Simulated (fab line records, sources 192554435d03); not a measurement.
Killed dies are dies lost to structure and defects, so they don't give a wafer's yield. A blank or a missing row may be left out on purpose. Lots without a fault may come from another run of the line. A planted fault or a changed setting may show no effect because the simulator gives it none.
Which tool did it? | flow n5_finfet | 10 lots, 30 wafers sampled, at 2 steps of a route of 1938

WHAT THE GAUGES READ, wafer by wafer
N5_PASSIVATION_OVL_MEAS_63. Usual: PAD_OVL 0 nm, standard deviation 5.5.
lot  | measured     | on         | PAD_OVL (nm) | flag
L502 | day 11 13:34 | overlay-01 | 17 11 9      |
L503 | day 11 10:17 | overlay-01 | -9 1 5       |
L507 | day 12 10:32 | overlay-01 | -1 6 1       |
L515 | day 16 10:44 | overlay-01 | -3 1 8       |
L522 | day 17 03:14 | overlay-01 | -1 -3 4      |
L519 | day 18 07:45 | overlay-02 | 0 1 -3       |
L518 | day 18 08:35 | overlay-01 | 4 -3 12      |
L514 | day 19 05:07 | overlay-02 | -5 -3 -12    |
L520 | day 18 19:47 | overlay-02 | -9 -3 3      |
L513 | day 19 05:04 | overlay-01 | 4 6 -1       |

WHICH TOOL RAN EACH LOT (tool, then ch and the chambers of the sampled wafers, then the start)
lot  | N5_BEOL_M2_SPUTTER_90
L502 | pvd_sputter-03, day 7 04:28
L503 | pvd_sputter-01, day 7 09:25
L507 | pvd_sputter-03, day 8 07:02
L515 | pvd_sputter-01, day 11 21:38
L522 | pvd_sputter-02, day 11 22:43
L519 | pvd_sputter-02, day 12 04:45
L518 | pvd_sputter-03, day 12 07:21
L514 | pvd_sputter-03, day 12 12:33
L520 | pvd_sputter-02, day 12 13:25
L513 | pvd_sputter-02, day 13 00:59
- N5_BEOL_M2_SPUTTER_90: material Cu, target thk 4.5 nm, time 8.29 s.

WHAT THE TOOLS THEMSELVES READ (means of the sampled wafers that have a number; where no wafer has one, the mark that the record gives instead)
N5_BEOL_M2_SPUTTER_90. Usual: susceptor_temp_C -20.01 C, standard deviation 0.1; throttle_valve_pct 29.7 %, standard deviation 1.
lot  | tool           | susceptor_temp_C (C) | throttle_valve_pct (%) | flag
L502 | pvd_sputter-03 | -20.00               | 29.2                   |
L503 | pvd_sputter-01 | -20.01               | 30.6                   |
L507 | pvd_sputter-03 | -19.95               | 29.5                   |
L515 | pvd_sputter-01 | -19.97               | 30.5                   |
L522 | pvd_sputter-02 | -20.00               | 29.0                   |
L519 | pvd_sputter-02 | -20.00               | 29.6                   |
L518 | pvd_sputter-03 | -19.96               | 29.5                   |
L514 | pvd_sputter-03 | -20.09               | 29.5                   |
L520 | pvd_sputter-02 | -19.99               | 29.4                   |
L513 | pvd_sputter-02 | -19.97               | 28.9                   |

THE ANSWER, worked out from the rows above alone
Rule: a lot is off if the mean of its wafers that have a number lies more than 3 standard deviations from the usual mean. A lot without any number at a reading at which 4 lots or more have one is off too. The other lots that the step has rows for count as sound. The gauges are gone through in route order, then the tools' own readings, and for those a lot's mean is taken as printed above. The first step at which some lot is off is used, and at that step the reading that is off furthest; a lot without a number counts as furthest.
No lot is off at any reading shown: from this, nothing can be told.

WHAT THE SIMULATOR HAD PUT IN
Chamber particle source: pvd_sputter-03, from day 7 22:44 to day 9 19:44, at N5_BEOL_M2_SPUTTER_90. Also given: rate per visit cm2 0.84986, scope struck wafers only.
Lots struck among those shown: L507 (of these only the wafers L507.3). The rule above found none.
